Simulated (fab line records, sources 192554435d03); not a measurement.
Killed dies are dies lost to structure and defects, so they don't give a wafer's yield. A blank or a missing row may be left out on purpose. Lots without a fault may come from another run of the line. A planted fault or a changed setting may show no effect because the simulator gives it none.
fab line records | flow n5_finfet
record lots=5 wafers=15 last_day=16
route steps=1938 shown HKMG_FIN@411 BEOL_M4@1111
lots that met no fault: from a run of the same line without faults
start_h: hours from the record's first day to the start of the lot's first wafer shown | wait_h: hours since the lot's step before | " the same as in the row above | L1.1+2: a row that stands for several wafers | - no value, or no start given | * or withheld: withheld | < > ~ a bound
route shown NAME@n: a module of which the file shows steps, and the number in the route of the first | usual: mean/standard deviation of fault-free wafers | same: alike in all rows | chamber/n: place in a boat | sites: the reading at each site | _std_site: their standard deviation | _edge_site: outer sites' mean less inner sites' | radius_mm: how far each site lies from the wafer's centre | mask NAME#n: copy n | behind: the tool/chamber that last shaped the wafer | hold: why the lot was held/for how many hours/how that ended | device: the transistor (n, p or np) that didn't switch | end of line: the same wafers' tests at the end of the route | a step without rows: its recipe alone | killed: dies lost to structure and defects at the first sort, not the wafer's yield | map: a wafer's dies, x killed, . not, _ none there
set.NAME: the setting as run; set.NAME@STEP: as run at that earlier step | model.NAME: the simulator's own value behind a step, which no gauge read
lots at some steps of the route; a table a step, a row a wafer
services: from which hour (start_h, from the record's first day; less than 0 if before it) a tool's chamber was out of use, for how many hours, and why
## steps
# step N5_HKMG_FIN_WET_ETCH_78
# recipe chemistry=dNH4OH mix=1:50 temp_c=25 target=Al2O3 stop_on=La2O3 target_depth_nm=4.5 dry=ipa_marangoni rinse_time_s=30 rinse_temp_c=23
# step N5_HKMG_FIN_ALD_79
# recipe material=TiN target_thk_a=15 temp_c=400 ald_precursor_family=TiCl4 ald_co_reactant=NH3 pulse_time_s=1 purge_time_s=3 co_reactant_purge_time_s=2 co_reactant_pulse_time_s=2 ald_cycles=68 pressure_torr=3
# step N5_HKMG_FIN_CVD_62
# recipe material=a-Si target_thk_a=30 temp_c=500 precursor=Si2H6 pressure_torr=1 time_s=20.8
# step N5_HKMG_FIN_RTA_80
# recipe temp_c=withheld time_s=2 ambient=N2 idle_temp_c=600 ramp_up_c_per_s=150 ramp_down_c_per_s=60 cool_to_c=600
# step N5_HKMG_FIN_PRECLEAN_64
# recipe chemistry=dHF time_s=30 temp_c=25 dilution=withheld
# step N5_HKMG_FIN_WET_ETCH_65
# recipe chemistry=TMAH temp_c=70 conc_wt_pct=5 target=a-Si stop_on=TiN time_s=49 target_depth_nm=3
# step N5_HKMG_FIN_WET_ETCH_81
# recipe chemistry=SC1 target=TiN stop_on=HfO2 mix=1:1:5 temp_c=60 time_s=57 target_depth_nm=6
# step N5_HKMG_FIN_WET_ETCH_82
# recipe chemistry=dHCl mix=1:10000 temp_c=25 target=La2O3 stop_on=HfO2 target_depth_nm=2 dry=ipa_marangoni rinse_time_s=30 rinse_temp_c=23
# step N5_HKMG_FIN_ALD_36
# recipe material=TiN target_thk_a=10 temp_c=400 ald_precursor_family=TiCl4 ald_co_reactant=NH3 pulse_time_s=1 purge_time_s=3 co_reactant_purge_time_s=2 co_reactant_pulse_time_s=2 ald_cycles=47 pressure_torr=3
# step N5_HKMG_FIN_PWFM_ALD_03
# recipe material=TiN target_thk_a=20 temp_c=400 ald_precursor_family=TiCl4 ald_co_reactant=NH3 pulse_time_s=1 purge_time_s=3 co_reactant_purge_time_s=2 co_reactant_pulse_time_s=2 ald_cycles=91 pressure_torr=3
# step N5_HKMG_FIN_COAT_29
# recipe resist=SOC temp_c=250 time_s=60 spin_rpm=1500 resist_thk_nm=300
# step N5_HKMG_FIN_COAT_30
# recipe resist=SiARC temp_c=220 time_s=60 spin_rpm=1500 resist_thk_nm=35
# usual exhaust_pa=45.1/0.9 plate_temp_C=219.98/0.16 spin_speed_rpm=1499.9/0.84
# columns lot.wafer tool chamber start_h wait_h exhaust_pa plate_temp_C spin_speed_rpm model.SiARC_of_HKMG_FIN_COAT_30.thk_nm
L459.2 litho_track-04 0 81.27 - 43.9 220.17 1499.1 35
L459.3 " 0 " " 44.1 220.14 1499.1 34.8
L459.5 " 0 " " 45.1 220.02 1499.8 35
L466.4 litho_track-04 0 123.38 - 44.8 220.36 1457.8 35.6
L466.5 " 0 " " 44.7 220.16 1457.5 35.6
L466.6 " 0 " " 45.3 220.09 1457.2 35.6
L468.1 litho_track-04 0 136.67 - 45.2 220.19 1459.4 35.6
L468.2 " 0 " " 45.0 220.07 1460.0 35.6
L468.5 " 0 " " 44.2 219.97 1459.0 35.6
L470.3 litho_track-04 0 148.11 - 45.6 219.94 1457.8 35.4
L470.5 " 0 " " 44.4 220.06 1458.2 35.4
L470.6 " 0 " " 44.8 220.04 1458.8 35.6
L479.1 litho_track-02 0 201.80 - 45.4 219.85 1500.8 34.8
L479.4 " 0 " " 45.5 219.91 1499.9 34.8
L479.5 " 0 " " 46.5 219.84 1499.9 35
# step N5_HKMG_FIN_COAT_06
# recipe resist=CAR-ArF spin_rpm=1500 resist_thk_nm=90
# step N5_HKMG_FIN_EBR_08
# recipe solvent=PGMEA ebr_width_mm=1.5
# step N5_HKMG_FIN_SOFTBAKE_07
# recipe temp_c=110 time_s=60 resist=CAR-ArF
# step N5_HKMG_FIN_EXPOSE_09
# recipe mask_id=NWFM na=1.35 source_shape=conventional sigma_outer=0.8 polarization=unpolarized dose_mj=39.25
# step N5_HKMG_FIN_PEB_10
# recipe peb_temp_c=withheld peb_time_s=60 resist=CAR-ArF
# step N5_HKMG_FIN_DEVELOP_11
# recipe develop_time_s=30 developer=TMAH resist=CAR-ArF dev_temp_c=23 rinse_liquid=diw dry=air_spin
# step N5_HKMG_FIN_DESCUM_17
# recipe chemistry=O2 time_s=7.9 source_power_w=50 bias_power_w=20 pressure_mtorr=20 rf_frequency_hz=2.712e+07 temp_c=40 resist=CAR-ArF o2_flow_sccm=225
# step N5_HKMG_FIN_ETCH_31
# recipe chemistry=CF4 target=SiARC target_depth_a=455 mask_material=CAR-ArF time_s=75.8 ion_energy_ev=80 pressure_mtorr=40 source_w=545 bias_w=36 Ar_flow_sccm=100 cf4_flow_sccm=100 ends=cleared
# usual cf4_flow_sccm=100.0/0.3 drypump_motor_current_A=5.5/0.49 etch_rf_on_time_s=76.1/1.4 oes_product_au=0.66/0.08 rf_fwd_power_W=539.7/2.2 rf_vpp_V=183.9/1.2 showerhead_plenum_p_Torr=2.13/0.067 throttle_valve_pct=15.62/0.26
# columns lot.wafer tool chamber start_h wait_h cf4_flow_sccm drypump_motor_current_A etch_rf_on_time_s oes_product_au rf_fwd_power_W rf_hours_counter_h rf_vpp_V showerhead_plenum_p_Torr throttle_valve_pct model.etch.depth_nm model.CAR-ArF_of_HKMG_FIN_COAT_06.thk_nm
L459.2 rie_diel-04 0 81.73 0.0 99.9 5.0 75.9 0.61 544.2 219 184.5 2.11 15.81 34.99 51.2
L459.3 " 3 " " 100.1 6.2 77.3 0.60 537.6 226 184.1 2.10 15.62 34.89 51.2
L459.5 " 0 " " 99.6 5.0 75.9 0.60 541.6 - 184.2 2.11 15.80 35 51.4
L466.4 rie_diel-03 2 123.74 0.0 99.8 5.9 77.7 0.61 541.3 198 183.7 2.11 15.61 35.61 50.4
L466.5 " 2 " " 99.4 5.9 77.0 0.62 536.4 - 183.5 2.11 15.63 35.51 50.4
L466.6 " 1 " " 100.2 5.3 76.9 0.73 537.5 - 183.6 2.09 15.28 35.55 50.6
L468.1 rie_diel-02 0 137.33 0.0 100.0 5.1 77.9 0.62 542.1 202 184.2 2.05 16.09 35.58 50
L468.2 " 1 " " 100.2 6.4 81.4 0.58 538.8 240 182.7 2.11 15.45 35.63 50
L468.5 " 1 " " 99.8 6.4 81.2 0.58 538.9 - 183.7 2.11 15.47 35.6 50
L470.3 rie_diel-02 1 148.59 0.0 100.3 6.4 80.2 0.57 536.8 243 183.2 2.11 15.46 35.34 50.8
L470.5 " 1 " " 99.8 6.4 80.5 0.58 536.7 - 181.9 2.11 15.45 35.47 50.2
L470.6 " 0 " " 100.0 5.1 76.6 0.61 538.7 - 182.0 2.04 16.10 35.5 50.2
L479.1 rie_diel-03 1 202.16 0.0 100.3 5.3 76.7 0.69 536.2 85 183.5 2.08 15.35 34.86 51
L479.4 " 3 " " 100.0 5.1 75.8 0.63 539.3 158 184.3 2.24 15.76 34.88 51.2
L479.5 " 1 " " 99.9 5.3 76.4 0.70 539.3 - 183.2 2.08 15.34 34.99 50.8
# step N5_HKMG_FIN_ETCH_32
# recipe chemistry=N2/H2 target=SOC target_depth_a=2400 temp_c=40 time_s=300 ion_energy_ev=200 mask_material=SiARC pressure_mtorr=30 source_w=840 bias_w=150 n2_flow_sccm=200 h2_flow_sccm=200
# step N5_BEOL_M4_RC_MEAS_101
# usual DIBL_N=35.8/1.5 DIBL_P=35.9/1.8 IOFF_N=0.152/0.025 IOFF_P=0.21/0.031 ION_N=672/11 ION_P=462/7.4 SS_N=71.5/0.52 SS_P=73.2/0.54 VT_N=250/3 VT_P=-250/3.3
# columns lot.wafer tool chamber start_h wait_h DIBL_N[mV/V] DIBL_P[mV/V] IOFF_N[nA/um] IOFF_P[nA/um] ION_N[uA/um] ION_P[uA/um] SS_N[mV/dec] SS_P[mV/dec] VT_N[mV] VT_P[mV]
L459.2 prober-01 0 166.33 0.2 37.8 38.7 0.198 0.22 684 461 72.5 73.6 248 -250
L459.3 " 0 " " 36.6 38.0 0.177 0.22 681 464 72.1 73.4 247 -248
L459.5 " 0 " " 37.0 37.6 0.164 0.20 660 451 72.4 73.2 250 -249
L466.4 prober-02 0 216.07 0.5 36.1 36.2 0.153 0.19 671 460 71.6 72.6 249 -252
L466.5 " 0 " " 36.4 36.8 0.146 0.19 661 456 71.7 73.2 252 -254
L466.6 " 0 " " 35.3 34.8 0.124 0.16 658 453 71.0 72.3 256 -256
L470.3 prober-01 0 237.07 0.3 35.1 35.8 0.145 0.19 674 462 71.6 74.0 250 -249
L470.5 " 0 " " 34.8 35.1 0.134 0.18 676 461 71.4 73.3 252 -253
L470.6 " 0 " " 36.6 37.9 0.180 0.22 681 470 71.3 74.0 247 -252
L468.1 prober-01 0 239.21 0.0 37.3 34.8 0.157 0.20 658 452 71.4 73.3 251 -253
L468.2 " 0 " " 37.0 34.5 0.139 0.20 677 461 71.0 74.2 253 -250
L468.5 " 0 " " 36.4 33.4 0.132 0.18 666 457 71.2 73.0 252 -254
L479.1 prober-02 0 300.36 0.0 34.1 34.8 0.141 0.20 655 454 71.6 73.6 250 -249
L479.4 " 0 " " 35.3 36.5 0.157 0.22 672 467 71.7 73.4 248 -248
L479.5 " 0 " " 37.5 39.3 0.206 0.28 681 471 71.9 74.0 247 -246
## services
# columns tool chamber start_h hours kind
rie_diel-03 0 63.04 1.6 repair
rie_diel-02 3 87.23 - clean
rie_diel-02 3 87.23 - consumable_replace:focus_ring
rie_diel-02 3 87.23 - consumable_replace:showerhead
rie_diel-02 3 87.23 14.4 scheduled_down
rie_diel-02 3 87.23 14.4 vent_cycle
rie_diel-03 1 129.58 13.2 repair
rie_diel-04 2 139.87 - clean
rie_diel-04 2 139.87 - consumable_replace:focus_ring
rie_diel-04 2 139.87 23.9 scheduled_down
rie_diel-04 2 139.87 23.9 vent_cycle
rie_diel-04 3 163.89 - clean
rie_diel-04 3 163.89 - consumable_replace:focus_ring
rie_diel-04 3 163.89 13.6 scheduled_down
rie_diel-04 3 163.89 13.6 vent_cycle
rie_diel-02 1 166.72 - clean
rie_diel-02 1 166.72 - consumable_replace:focus_ring
rie_diel-02 1 166.72 15.5 scheduled_down
rie_diel-02 1 166.72 15.5 vent_cycle
rie_diel-04 0 177.63 - clean
rie_diel-04 0 177.63 - consumable_replace:focus_ring
rie_diel-04 0 177.63 29.9 scheduled_down
rie_diel-04 0 177.63 29.9 vent_cycle
## key
first_sign step=N5_HKMG_FIN_COAT_30 reading=spin_speed_rpm direction=down sigmas=50 usual=* struck=*
effect none on later readings
model_effect step=N5_HKMG_FIN_COAT_30 value=SiARC_of_HKMG_FIN_COAT_30.thk_nm without=35.02 struck=35.56
model_effect step=N5_HKMG_FIN_ETCH_31 value=etch.depth_nm without=35.03 struck=35.53
met_at N5_HKMG_FIN_COAT_30
struck_wafers L466.4,L466.5,L466.6,L468.1,L468.2,L468.5,L470.3,L470.5,L470.6
baseline_loss step=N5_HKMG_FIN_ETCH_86 wafers=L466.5
onset_between 81.27 123.38
fault kind=process_parameter_drift tool=litho_track-04 chamber=- onset_h=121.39 steps=N5_HKMG_FIN_COAT_30 channel=spin_rpm offset=* shape=step end_h=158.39 acts_in=* stated=*
# baseline_loss: these wafers lose ten dies or more at that step, a loss of the line's own and not of a fault; the sort's usual values leave them out
